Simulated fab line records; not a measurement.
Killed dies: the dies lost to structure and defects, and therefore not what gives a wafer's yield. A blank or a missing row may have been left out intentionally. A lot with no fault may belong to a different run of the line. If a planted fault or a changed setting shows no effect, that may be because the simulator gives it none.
Comparing a struck lot with a sound one :: flow nand harc :: 19 out of 1302 route steps
Sound: these wafers, L657.3, L657.4, L657.5. The struck wafers were L671.1, L671.4, L671.6. At the end, the cause is stated.
Order at every step that has rows: each side's tool, ch and its chambers, its first start. Under that, the readings that differ: sound wafers :: struck wafers :: difference of the means :: sigmas: that difference in standard deviations of wafers without a fault.
alike: words and numbers the same on both sides, and readings whose means are apart by under 2 such deviations; not compared: readings that were withheld, readings missing a value for some wafer, numbers with overlapping values and no deviation given by the record, and bounds like >300 which may hide the same value.
The two part at a step that has a row with sigmas, a row that says differs or no value, or rows on one side only. Numbers that have no deviation but don't overlap get no sigmas and don't part them. A reading missing from all wafers of one side parts the sides only when that side holds two or more wafers.

NHARC_P_GATE_ALD_36: deposits SiNx, target thk 20 nm, pulse time 60 s, ald cycles 223.
  sound on ald sin-04 ch 0,1, day 5 18:47; struck on ald sin-01 ch 0,1,3, day 11 18:06
  alike: heater power w, precursor pulse height rel
NHARC_P_GATE_ETCHBACK_37: etches the open film in CHF3/O2, target depth 34.5 nm, time 17.2 s.
  sound on rie diel-04 ch 0,3; struck on rie diel-03 ch 0,2
  alike: chamber pressure mTorr, drypump motor current A, oes product au, rf vpp V, showerhead plenum p Torr, throttle valve pct
  not compared: rf hours counter h
NHARC_P_GATE_STRIP_101: strips in O2, time 20 s.
  sound on rie diel-04 ch 0,2,3, day 6 04:20; struck on rie diel-03 ch 1,2, day 12 02:34
  alike: chamber pressure mTorr, drypump motor current A, oes product au, rf vpp V, showerhead plenum p Torr, throttle valve pct
  not compared: rf hours counter h
then, 9 steps without rows for these wafers: NHARC_P_GATE_PRECLEAN_97 (cleans in SPM, time 600 s); NHARC_P_GATE_SRD_98; NHARC_P_GATE_PRECLEAN_99 (cleans in SC1); NHARC_P_GATE_SRD_100; NHARC_P_GATE_DEHYDRATE_38 (time 120 s); NHARC_P_GATE_HMDS_39 (time 30 s); NHARC_P_GATE_COAT_40; NHARC_P_GATE_SOFTBAKE_41 (time 95 s); NHARC_P_GATE_EBR_42.
NHARC_P_GATE_EXPOSE_43: exposes mask P NSD, target cd 720 nm.
  sound on krf scanner-04 ch 0, day 6 05:04; struck on krf scanner-03 ch 0, day 12 03:13
reading: mask
sound: P_NSD#0 P_NSD#0 P_NSD#0
struck: P_NSD_R1#0 P_NSD_R1#0 P_NSD_R1#0
difference: differs
sigmas: 
  alike: focus offset nm, stage vel mm s
then, 2 steps without rows for these wafers: NHARC_P_GATE_PEB_44 (peb time 85 s); NHARC_P_GATE_DEVELOP_45 (time 70 s).
NHARC_P_GATE_CD_MEAS_46 targets a cd of 720 nm.
  sound on cd sem-03 ch 0, day 6 05:13; struck on cd sem-03 ch 0, day 12 03:22
reading: cd nm (nm)
sound: 717.4 719.3 721.5
struck: 681.5 685.4 686.6
difference: -34.9
sigmas: -18
then, 1 step without rows for these wafers: NHARC_P_GATE_HARDBAKE_47 (time 80 s).
NHARC_P_GATE_DESCUM_48: chemistry O2, time 3 s.
  sound on rie diel-04 ch 0,1,2, day 6 05:23; struck on rie diel-04 ch 0,1, day 12 03:33
reading: model.P_GATE.cd nm (nm)
sound: 717 719.3 722
struck: 681.6 685.9 686.5
difference: -34.8
sigmas: 
  alike: chamber pressure mTorr, drypump motor current A, oes product au, rf vpp V, showerhead plenum p Torr, throttle valve pct
  not compared: rf hours counter h
next, for these wafers, 1 step has no rows: NHARC_P_GATE_IMPLANT_49.

## WHERE THEY PART
Earliest at NHARC_P_GATE_EXPOSE_43; latest, in this record, at NHARC_P_GATE_CD_MEAS_46. Later steps at which nothing parts them and some readings are alike: NHARC_P_GATE_DESCUM_48.

WHY: what had been put in by the simulator
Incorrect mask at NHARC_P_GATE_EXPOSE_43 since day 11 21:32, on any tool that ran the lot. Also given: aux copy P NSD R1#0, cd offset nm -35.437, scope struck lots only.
